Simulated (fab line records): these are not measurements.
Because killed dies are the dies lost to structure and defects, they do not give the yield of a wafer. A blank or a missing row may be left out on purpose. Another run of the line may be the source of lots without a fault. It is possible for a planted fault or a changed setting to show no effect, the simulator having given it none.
One fault seen from 2 desks -- flow n5_finfet -- each desk has only its own numbers; what lay behind them comes last

FROM THE METROLOGY DESK
What the gauges read, lot by lot, whatever tool the lot ran on: means of the sampled wafers that have a number. Marked OUT: a lot whose mean sits more than 4 standard deviations from the usual mean, which makes it out of limits; the brackets give that distance. Shown here are 7 of its 10 readings, the ones lying furthest out on some lot.
Columns: A = DIBL_N at N5_BEOL_M4_RC_MEAS_101, usual 36.0 mV/V; B = ION_N at N5_BEOL_M4_RC_MEAS_101, usual 672 uA/um; C = ION_P at N5_BEOL_M4_RC_MEAS_101, usual 461 uA/um; D = SS_N at N5_BEOL_M4_RC_MEAS_101, usual 71.4 mV/dec; E = SS_P at N5_BEOL_M4_RC_MEAS_101, usual 73.2 mV/dec; F = VT_N at N5_BEOL_M4_RC_MEAS_101, usual 250 mV; G = VT_P at N5_BEOL_M4_RC_MEAS_101, usual -251 mV
lot,first seen here,A,B,C,D,E,F,G
L686,day 9 10:32,38.9,675,458,72.2,73.8,248,-248
L684,day 9 13:01,35.0,677,458,71.1,73.6,249,-254
L687,day 9 15:58,35.6,665,463,71.0,72.5,254,-249
L688,day 10 16:19,34.4,666,461,70.6,73.1,252,-250
L692,day 11 00:42,38.2,678,460,71.9,73.7,247,-250
L697,day 12 06:52,36.7,677,465,71.7,73.4,248,-250
L703,day 14 10:02,34.1,651,451,70.3,72.1,254,-252
L705,day 14 21:56,38.1,680,471,71.7,73.2,248,-244
L706,day 15 02:20,36.5,689,466,71.9,73.8,248,-251
This desk's finding: nothing out of limits on any of the 9 lots.

THE TOOL OWNER'S DESK: pecvd-02
The tool's own readings at N5_FIN_SAQP_PECVD_47 (deposits a-Si from SiH4/He, target thk 45 nm, time 36.3 s): means of the sampled wafers that have a number, for each lot that ran on this tool. Marked OUT: a lot whose mean sits more than 4 standard deviations from the usual mean, which makes it out of limits; the brackets give that distance.
Columns: A = heater_power_w at N5_FIN_SAQP_PECVD_47, usual 929 W; B = run_length_s at N5_FIN_SAQP_PECVD_47, usual 72.6 s; C = showerhead_plenum_p_Torr at N5_FIN_SAQP_PECVD_47, usual 5.67 Torr; D = throttle_valve_pct at N5_FIN_SAQP_PECVD_47, usual 18.6 %
lot,first seen here,A,B,C,D
L688,day 2 23:19,850,72.4,5.65,17.8
L692,day 3 20:47,840,72.5,5.65,18.0
L697,day 5 04:40,1063,74.4,5.64,19.3
This desk's finding: nothing out of limits on any of the 3 lots.

TAKEN TOGETHER
From the metrology desk's view, nothing was out of limits.
Nothing out of limits was seen by the tool owner's desk.

WHAT HAD BEEN PUT IN BY THE SIMULATOR
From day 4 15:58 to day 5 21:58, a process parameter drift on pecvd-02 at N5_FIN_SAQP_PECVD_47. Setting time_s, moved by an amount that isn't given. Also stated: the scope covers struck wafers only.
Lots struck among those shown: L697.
